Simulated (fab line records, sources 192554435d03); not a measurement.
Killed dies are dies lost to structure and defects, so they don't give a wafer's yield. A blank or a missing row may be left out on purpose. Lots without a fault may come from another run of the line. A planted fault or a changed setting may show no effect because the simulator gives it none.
A struck lot beside a sound one | flow n5_finfet | 15 steps out of a route of 1938
Sound: wafers L592.1, L592.3, L592.4. Struck: wafers L597.1, L597.3. The cause comes at the end.
At each step with rows: each side's tool, then ch and its chambers, then its first start. Under that, the readings that differ: sound wafers | struck wafers | difference of the means | sigmas: that difference in standard deviations of wafers without a fault.
alike: readings whose means differ by less than 2 such deviations, and words and numbers that are the same on both sides. not compared: withheld readings, readings that some wafer has no value for, bounds like >300 that may hide the same value, and numbers for which the record gives no deviation and whose values overlap.
The two part at a step that has a row with sigmas, a row that says differs or no value, or rows on one side only. Numbers that don't overlap but have no deviation are shown without sigmas and don't part them. A reading that every wafer of one side lacks parts them only if that side has two wafers or more.

first, 6 steps without rows for these wafers: N5_PASSIVATION_EBR_26; N5_PASSIVATION_SOFTBAKE_25 (time 90 s); N5_PASSIVATION_EXPOSE_27 (exposes mask PAD, defocus 0 nm); N5_PASSIVATION_PEB_28; N5_PASSIVATION_DEVELOP_29 (develop time 60 s); N5_PASSIVATION_HARDBAKE_31 (time 120 s).
N5_PASSIVATION_CD_MEAS_30: target cd 4000 nm.
  sound on cd_sem-03 ch 0, day 14 20:31; struck on cd_sem-02 ch 0, day 14 16:08
  alike: cd_nm
N5_PASSIVATION_OVL_MEAS_63:
  sound on overlay-01 ch 0, day 14 20:33; struck on overlay-02 ch 0, day 14 16:10
  alike: PAD_OVL
N5_PASSIVATION_INSPECT_64: inspects for defects (macro).
  sound on defect_inspect-02, day 14 20:43; struck on defect_inspect-02, day 14 16:11
  alike: raw_defect_count
N5_PASSIVATION_DESCUM_32: chemistry O2, time 7.9 s.
  sound on rie_diel-04 ch 0,1,3, day 14 20:46; struck on rie_diel-04 ch 1,3, day 14 16:24
  alike: drypump_motor_current_A, oes_product_au, rf_vpp_V, showerhead_plenum_p_Torr, throttle_valve_pct
  not compared: rf_hours_counter_h
N5_PASSIVATION_AL_ETCH_33: etches Al in Cl2/BCl3, stops on TaN, target depth 2800 nm, time 466.7 s.
  sound on rie_metal-02 ch 0,1, day 14 20:51; struck on rie_metal-01 ch 0, day 14 16:29
  reading               | sound             | struck      | difference | sigmas
  bcl3_flow_sccm (sccm) | 60.34 60.26 59.95 | 60.00 59.63 | -0.37      | -2
  alike: drypump_motor_current_A, oes_product_au, throttle_valve_pct
  not compared: rf_hours_counter_h
N5_PASSIVATION_ETCH_59: etches TaN in Cl2/BCl3, target depth 65 nm, time 34.9 s.
  sound on rie_metal-02 ch 0,1, day 14 21:15; struck on rie_metal-01 ch 0, day 14 16:53
  reading                | sound             | struck      | difference | sigmas
  throttle_valve_pct (%) | 21.21 21.21 21.01 | 20.64 20.63 | -0.51      | -2
  alike: bcl3_flow_sccm, drypump_motor_current_A, oes_product_au
  not compared: rf_hours_counter_h
N5_PASSIVATION_STRIP_34: strips in O2.
  sound on rie_diel-04 ch 0,1,3, day 14 21:22; struck on rie_diel-05 ch 2,3, day 14 17:01
  no value came back on the struck wafers for any of 9 readings (bias_power_w (W), chamber_pressure_mTorr (mTorr) and others); on the sound wafers bias_power_w (W) reads 0 0 0
then, 1 step without rows for these wafers: N5_PASSIVATION_STRIP_51 (strips in post etch residue remover, time 1200 s).
N5_PASSIVATION_PROBE_49:
  sound on prober-02, day 15 02:00; struck on prober-01, day 14 22:13
  alike: defect_limited_yield, killed_at_M0_to_M3, killed_at_M4_up, killed_at_contacts, killed_at_front_end, killed_at_other, killed_dies, killed_open, killed_short, sort_bin_5_function, sort_bin_6_memory, sort_n_pass, sort_yield_pct

WHERE THEY PART
First at N5_PASSIVATION_AL_ETCH_33; last, within this record, at N5_PASSIVATION_STRIP_34. Later steps at which nothing parts them and some readings are alike: N5_PASSIVATION_PROBE_49.

WHY: what the simulator had put in
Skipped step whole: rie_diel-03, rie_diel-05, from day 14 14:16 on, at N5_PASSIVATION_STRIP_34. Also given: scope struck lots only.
